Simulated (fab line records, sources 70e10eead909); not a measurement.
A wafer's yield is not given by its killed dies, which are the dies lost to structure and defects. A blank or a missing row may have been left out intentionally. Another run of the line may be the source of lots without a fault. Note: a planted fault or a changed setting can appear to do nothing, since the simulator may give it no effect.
Which tool did it?	flow nand harc	72 wafers from 24 lots sampled at 6 of the route's 1159 steps

WHAT THE GAUGES READ, wafer by wafer
The record holds no reading of a measuring or inspecting step that can be judged against a usual standard deviation.

EACH LOT AND THE TOOL THAT RAN IT (in order: tool; ch and the chambers of the sampled wafers; start)
lot	NHARC_A_STAIRCASE_TRIM_22	NHARC_A_STAIRCASE_ETCH_23	NHARC_A_STAIRCASE_TRIM_220	NHARC_A_STAIRCASE_ETCH_227	NHARC_A_STAIRCASE_TRIM_233	NHARC_A_STAIRCASE_ETCH_236
L076	rie diel-08 ch 0,1,2, day 11 20:29 or earlier	rie diel-08 ch 1,2, day 11 20:29 or earlier	rie diel-08 ch 1,2,3, day 11 20:29	rie diel-08 ch 0,2,3, no start	rie diel-01 ch 0,1,2, no start	rie diel-01 ch 1,2, no start
L074	rie diel-01 ch 0,2,3, day 11 21:37 or earlier	rie diel-01 ch 0,1,3, day 11 21:37 or earlier	rie diel-08 ch 1,2,3, day 11 21:37	rie diel-08 ch 0,1,2, no start	rie diel-08 ch 0,2,3, no start	rie diel-08 ch 0,1,2, no start
L075	rie diel-07 ch 0,1,2, day 11 23:01 or earlier	rie diel-07 ch 0,1,2, day 11 23:01 or earlier	rie diel-01 ch 0,1,2, day 11 23:01	rie diel-01 ch 1,2, no start	rie diel-08 ch 0,3, no start	rie diel-08 ch 0,3, no start
L079	rie diel-08 ch 0,1,3, day 12 05:19 or earlier	rie diel-08 ch 0,1, day 12 05:19 or earlier	rie diel-08 ch 1,3, day 12 05:19	rie diel-08 ch 0,1,3, no start	rie diel-01 ch 0,1,2, no start	rie diel-01 ch 0,3, no start
L077	rie diel-01 ch 0,1, day 12 06:02 or earlier	rie diel-01 ch 1,2,3, day 12 06:02 or earlier	rie diel-01 ch 1,2,3, day 12 06:02	rie diel-01 ch 0,1,2, no start	rie diel-08 ch 0,1, no start	rie diel-08 ch 1,2,3, no start
L078	rie diel-07 ch 0,2,3, day 12 07:12 or earlier	rie diel-07 ch 0,2,3, day 12 07:12 or earlier	rie diel-08 ch 0,1,3, day 12 07:12	rie diel-08 ch 0,1,3, no start	rie diel-08 ch 1,2,3, no start	rie diel-08 ch 1,2,3, no start
L080	rie diel-01 ch 0,2,3, day 12 12:36 or earlier	rie diel-01 ch 0,2, day 12 12:36 or earlier	rie diel-08 ch 0,1,2, day 12 12:36	rie diel-08 ch 0,1,3, no start	rie diel-07 ch 0,1,3, no start	rie diel-07 ch 0,3, no start
L081	rie diel-07 ch 2,3, day 12 12:25 or earlier	rie diel-07 ch 0,2, day 12 12:25 or earlier	rie diel-07 ch 1,2,3, day 12 12:25	rie diel-07 ch 1,2,3, no start	rie diel-08 ch 1,3, no start	rie diel-08 ch 1,2,3, no start
L082	rie diel-08 ch 0,3, day 13 19:05 or earlier	rie diel-08 ch 0,1,2, day 13 19:05 or earlier	rie diel-07 ch 1,2,3, day 13 19:05	rie diel-07 ch 1,2, no start	rie diel-01 ch 0,2, no start	rie diel-01 ch 1,2,3, no start
L084	rie diel-01 ch 0,1,3, day 13 19:28 or earlier	rie diel-01 ch 0,2,3, day 13 19:28 or earlier	rie diel-07 ch 0,2,3, day 13 19:28	rie diel-07 ch 1,3, no start	rie diel-07 ch 0,2,3, no start	rie diel-07 ch 0,2,3, no start
L083	rie diel-07 ch 1,2,3, day 14 01:20 or earlier	rie diel-07 ch 0,1,3, day 14 01:20 or earlier	rie diel-08 ch 0,1,2, day 14 01:20	rie diel-08 ch 0,2,3, no start	rie diel-08 ch 1,3, no start	rie diel-08 ch 1,2,3, no start
L086	rie diel-07 ch 1,2, day 14 03:48 or earlier	rie diel-07 ch 1,2, day 14 03:48 or earlier	rie diel-07 ch 0,1,2, day 14 03:48	rie diel-07 ch 1,2, no start	rie diel-07 ch 0,1,3, no start	rie diel-07 ch 0,1, no start
L088	rie diel-07 ch 0,2, day 14 04:56 or earlier	rie diel-07 ch 1,2,3, day 14 04:56 or earlier	rie diel-07 ch 1,2,3, day 14 04:56	rie diel-07 ch 1,2, no start	rie diel-07 ch 1,3, no start	rie diel-07 ch 1,2,3, no start
L085	rie diel-07 ch 0,1,3, day 14 10:59 or earlier	rie diel-07 ch 0,1,3, day 14 10:59 or earlier	rie diel-08 ch 0,1,3, day 14 10:59	rie diel-08 ch 1,3, no start	rie diel-01 ch 1,2,3, no start	rie diel-01 ch 2,3, no start
L087	rie diel-07 ch 2,3, day 15 01:14 or earlier	rie diel-07 ch 1,3, day 15 01:14 or earlier	rie diel-01 ch 0,2,3, day 15 01:14	rie diel-01 ch 0,1,2, no start	rie diel-01 ch 0,1,2, no start	rie diel-01 ch 0,1,2, no start
L089	rie diel-07 ch 1,2, day 15 00:37 or earlier	rie diel-07 ch 1,3, day 15 00:37 or earlier	rie diel-08 ch 0,1,3, day 15 00:37	rie diel-08 ch 0,3, no start	rie diel-08 ch 0,1,3, no start	rie diel-08 ch 1,2,3, no start
L090	rie diel-08 ch 0,3, day 15 10:30 or earlier	rie diel-08 ch 0,3, day 15 10:30 or earlier	rie diel-07 ch 0,2,3, day 15 10:30	rie diel-07 ch 1,2,3, no start	rie diel-01 ch 1,2,3, no start	rie diel-01 ch 1,2, no start
L091	rie diel-01 ch 1,2,3, day 15 21:41 or earlier	rie diel-01 ch 0,1,3, day 15 21:41 or earlier	rie diel-01 ch 0,2,3, day 15 21:41	rie diel-01 ch 1,2,3, no start	rie diel-08 ch 0,2, no start	rie diel-08 ch 2,3, no start
L092	rie diel-01 ch 2,3, day 15 21:55 or earlier	rie diel-01 ch 2,3, day 15 21:55 or earlier	rie diel-07 ch 0,1,3, day 15 21:55	rie diel-07 ch 1,2,3, no start	rie diel-01 ch 0,1, no start	rie diel-01 ch 1,2,3, no start
L094	rie diel-07 ch 0,3, day 16 01:04 or earlier	rie diel-07 ch 0,3, day 16 01:04 or earlier	rie diel-01 ch 0,1,3, day 16 01:04	rie diel-01 ch 0,1, no start	rie diel-01 ch 0,3, no start	rie diel-01 ch 1,2,3, no start
L093	rie diel-07 ch 0,2,3, day 16 01:13 or earlier	rie diel-07 ch 0,2,3, day 16 01:13 or earlier	rie diel-08 ch 0,2,3, day 16 01:13	rie diel-08 ch 0,3, no start	rie diel-07 ch 0,1,2, no start	rie diel-07 ch 0,1,3, no start
L095	rie diel-08 ch 0,1,3, day 16 17:07 or earlier	rie diel-08 ch 1,2,3, day 16 17:07 or earlier	rie diel-08 ch 1,2,3, day 16 17:07	rie diel-08 ch 0,2,3, no start	rie diel-08 ch 0,2,3, no start	rie diel-08 ch 1,2,3, no start
L096	rie diel-07 ch 0,1,3, day 16 22:44 or earlier	rie diel-07 ch 1,2,3, day 16 22:44 or earlier	rie diel-01 ch 0,1,3, day 16 22:44	rie diel-01 ch 2,3, no start	rie diel-08 ch 0,1,2, no start	rie diel-08 ch 0,1, no start
L097	rie diel-07 ch 0,1,3, day 17 00:46 or earlier	rie diel-07 ch 1,2,3, day 17 00:46 or earlier	rie diel-01 ch 0,1,2, day 17 00:46	rie diel-01 ch 0,1,2, no start	rie diel-01 ch 0,2,3, no start	rie diel-01 ch 0,3, no start
- NHARC_A_STAIRCASE_TRIM_22: chemistry O2, time 211.2 s.
- NHARC_A_STAIRCASE_ETCH_23: etches the open film in C4F8/O2, target depth 100 nm, time 40.5 s.
- NHARC_A_STAIRCASE_TRIM_220: chemistry O2, time 211.2 s.
- NHARC_A_STAIRCASE_ETCH_227: etches the open film in C4F8/O2, target depth 100 nm, time 40.5 s.
- NHARC_A_STAIRCASE_TRIM_233: chemistry O2, time 211.2 s.
- NHARC_A_STAIRCASE_ETCH_236: etches the open film in C4F8/O2, target depth 100 nm, time 40.5 s.

AS READ BY THE TOOLS THEMSELVES (means over the sampled wafers that have a number; for cases with no such wafer, the mark the record gives instead)
NHARC_A_STAIRCASE_TRIM_22.
lot	tool	drypump motor current A (A)	oes product au (a.u.)	rf vpp V (V)	showerhead plenum p Torr (Torr)	throttle valve pct (%)
L076	rie diel-08	5.8	0.998	57.6	3.41	17.040
L074	rie diel-01	6.1	0.998	58.6	3.47	17.031
L075	rie diel-07	5.8	1.005	57.7	3.61	17.036
L079	rie diel-08	5.6	1.010	56.1	3.39	17.039
L077	rie diel-01	5.6	1.011	58.1	3.34	17.037
L078	rie diel-07	5.7	1.006	56.9	3.61	17.038
L080	rie diel-01	6.0	1.004	57.8	3.47	17.035
L081	rie diel-07	5.5	1.004	57.4	3.52	17.037
L082	rie diel-08	5.7	1.016	58.2	3.33	17.039
L084	rie diel-01	5.7	1.006	57.6	3.37	17.037
L083	rie diel-07	5.6	1.005	57.3	3.51	17.035
L086	rie diel-07	5.7	1.015	57.2	3.52	17.042
L088	rie diel-07	5.9	1.009	58.1	3.62	17.033
L085	rie diel-07	5.6	1.011	58.0	3.58	17.031
L087	rie diel-07	5.8	1.003	57.6	3.53	17.037
L089	rie diel-07	5.7	1.001	58.1	3.51	17.041
L090	rie diel-08	5.7	0.997	58.3	3.32	17.038
L091	rie diel-01	5.5	0.998	57.7	3.47	17.034
L092	rie diel-01	5.8	1.002	57.7	3.56	17.032
L094	rie diel-07	5.6	1.005	57.1	3.66	17.031
L093	rie diel-07	5.7	1.001	57.6	3.59	17.041
L095	rie diel-08	5.6	1.007	57.4	3.37	17.037
L096	rie diel-07	5.6	1.006	58.0	3.56	17.028
L097	rie diel-07	5.6	1.002	58.8	3.56	17.043

NHARC_A_STAIRCASE_ETCH_23.
lot	tool	oes product au (a.u.)	rf vpp V (V)
L076	rie diel-08	0.946	892
L074	rie diel-01	0.970	890
L075	rie diel-07	0.971	900
L079	rie diel-08	0.943	893
L077	rie diel-01	0.941	894
L078	rie diel-07	0.936	899
L080	rie diel-01	0.945	896
L081	rie diel-07	0.945	902
L082	rie diel-08	0.961	891
L084	rie diel-01	0.929	893
L083	rie diel-07	0.943	898
L086	rie diel-07	0.944	897
L088	rie diel-07	0.933	896
L085	rie diel-07	0.940	898
L087	rie diel-07	0.934	894
L089	rie diel-07	0.934	895
L090	rie diel-08	0.941	889
L091	rie diel-01	0.929	891
L092	rie diel-01	0.932	897
L094	rie diel-07	0.935	898
L093	rie diel-07	0.945	899
L095	rie diel-08	0.934	891
L096	rie diel-07	0.956	894
L097	rie diel-07	0.958	895

NHARC_A_STAIRCASE_TRIM_220.
lot	tool	drypump motor current A (A)	oes product au (a.u.)	rf vpp V (V)	showerhead plenum p Torr (Torr)	throttle valve pct (%)
L076	rie diel-08	5.7	1.001	57.1	3.40	17.037
L074	rie diel-08	5.7	0.995	57.6	3.40	17.037
L075	rie diel-01	5.9	1.007	58.1	3.43	17.033
L079	rie diel-08	5.6	1.007	57.7	3.38	17.042
L077	rie diel-01	5.5	1.003	58.3	3.48	17.033
L078	rie diel-08	5.6	1.008	58.1	3.38	17.032
L080	rie diel-08	5.7	0.999	57.5	3.40	17.037
L081	rie diel-07	5.6	1.005	58.4	3.52	17.030
L082	rie diel-07	5.6	0.992	57.5	3.51	17.037
L084	rie diel-07	5.7	1.008	57.8	3.60	17.043
L083	rie diel-08	5.8	0.996	57.2	3.40	17.036
L086	rie diel-07	5.8	1.008	58.2	3.60	17.034
L088	rie diel-07	5.6	1.007	57.8	3.51	17.037
L085	rie diel-08	5.6	0.998	57.8	3.37	17.034
L087	rie diel-01	6.0	0.996	57.9	3.46	17.036
L089	rie diel-08	5.6	0.990	57.3	3.37	17.036
L090	rie diel-07	5.7	1.001	58.4	3.59	17.042
L091	rie diel-01	6.0	1.000	58.0	3.45	17.042
L092	rie diel-07	5.6	1.008	57.5	3.57	17.041
L094	rie diel-01	5.7	0.999	57.8	3.36	17.039
L093	rie diel-08	5.8	1.004	57.4	3.33	17.034
L095	rie diel-08	5.7	0.995	57.9	3.38	17.041
L096	rie diel-01	5.7	0.997	57.0	3.36	17.042
L097	rie diel-01	5.9	1.001	57.1	3.41	17.029

NHARC_A_STAIRCASE_ETCH_227.
lot	tool	oes product au (a.u.)	rf vpp V (V)
L076	rie diel-08	0.941	889
L074	rie diel-08	0.952	891
L075	rie diel-01	0.942	894
L079	rie diel-08	0.934	891
L077	rie diel-01	0.936	892
L078	rie diel-08	0.947	891
L080	rie diel-08	0.946	890
L081	rie diel-07	0.944	896
L082	rie diel-07	0.943	895
L084	rie diel-07	0.939	894
L083	rie diel-08	0.949	889
L086	rie diel-07	0.942	894
L088	rie diel-07	0.937	896
L085	rie diel-08	0.940	890
L087	rie diel-01	0.958	891
L089	rie diel-08	0.943	888
L090	rie diel-07	0.955	895
L091	rie diel-01	0.945	894
L092	rie diel-07	0.943	896
L094	rie diel-01	0.955	889
L093	rie diel-08	0.958	888
L095	rie diel-08	0.944	888
L096	rie diel-01	0.943	897
L097	rie diel-01	0.942	892

NHARC_A_STAIRCASE_TRIM_233.
lot	tool	drypump motor current A (A)	oes product au (a.u.)	rf vpp V (V)	showerhead plenum p Torr (Torr)	throttle valve pct (%)
L076	rie diel-01	6.0	1.006	57.4	3.43	17.036
L074	rie diel-08	5.8	1.006	57.6	3.35	17.040
L075	rie diel-08	5.6	1.011	56.9	3.33	17.039
L079	rie diel-01	5.9	0.997	58.4	3.43	17.040
L077	rie diel-08	5.6	1.003	58.2	3.44	17.040
L078	rie diel-08	5.7	0.995	57.2	3.40	17.035
L080	rie diel-07	5.6	1.011	57.7	3.59	17.037
L081	rie diel-08	5.6	1.008	57.5	3.38	17.037
L082	rie diel-01	6.5	1.005	57.6	3.41	17.034
L084	rie diel-07	5.7	1.008	58.1	3.60	17.033
L083	rie diel-08	5.5	1.002	56.9	3.38	17.039
L086	rie diel-07	5.6	1.005	57.9	3.58	17.036
L088	rie diel-07	5.4	1.000	57.4	3.49	17.035
L085	rie diel-01	5.5	0.994	57.6	3.47	17.027
L087	rie diel-01	6.0	1.006	57.2	3.42	17.040
L089	rie diel-08	5.6	0.994	57.1	3.37	17.039
L090	rie diel-01	5.5	0.995	57.7	3.47	17.042
L091	rie diel-08	5.9	0.996	58.3	3.35	17.040
L092	rie diel-01	5.6	1.010	57.3	3.32	17.042
L094	rie diel-01	5.8	1.002	57.8	3.40	17.030
L093	rie diel-07	5.8	1.012	56.9	3.59	17.040
L095	rie diel-08	5.8	0.997	57.6	3.33	17.028
L096	rie diel-08	5.7	1.002	57.5	3.38	17.036
L097	rie diel-01	6.0	1.003	57.7	3.45	17.038

NHARC_A_STAIRCASE_ETCH_236.
lot	tool	oes product au (a.u.)	rf vpp V (V)
L076	rie diel-01	0.959	893
L074	rie diel-08	0.949	892
L075	rie diel-08	0.936	889
L079	rie diel-01	0.938	890
L077	rie diel-08	0.929	892
L078	rie diel-08	0.928	892
L080	rie diel-07	0.951	900
L081	rie diel-08	0.946	892
L082	rie diel-01	0.937	894
L084	rie diel-07	0.931	899
L083	rie diel-08	0.943	891
L086	rie diel-07	0.955	897
L088	rie diel-07	0.927	895
L085	rie diel-01	0.947	895
L087	rie diel-01	0.934	892
L089	rie diel-08	0.945	891
L090	rie diel-01	0.945	896
L091	rie diel-08	0.942	888
L092	rie diel-01	0.940	894
L094	rie diel-01	0.941	893
L093	rie diel-07	0.954	897
L095	rie diel-08	0.930	891
L096	rie diel-08	0.947	892
L097	rie diel-01	0.937	892

THE ANSWER, worked out from the rows above alone
Rule: what is usual is taken from the lots themselves. The widest of any qualifying gaps counts: lots, ordered by their means at a reading, are off when they make up no more than a third of the lots, leave a main group of 4 or more, and stand apart from it by 3 or more times the standard deviation of that group's means. Not used: any main group whose means are identical at the precision the tables above print for the reading. Also off: a lot with no number at a reading for which 4 or more lots have one. All remaining lots with rows at the step are treated as sound. Order of review: gauges by route order, followed by the tools' own readings, for which a lot's mean as printed above is used. At the first step where some lot is off, the reading lying furthest off is the one used; lots without a number count as furthest.
Across all readings shown, no lot is off: no conclusion can be drawn from this.

WHAT THE SIMULATOR HAD INSERTED
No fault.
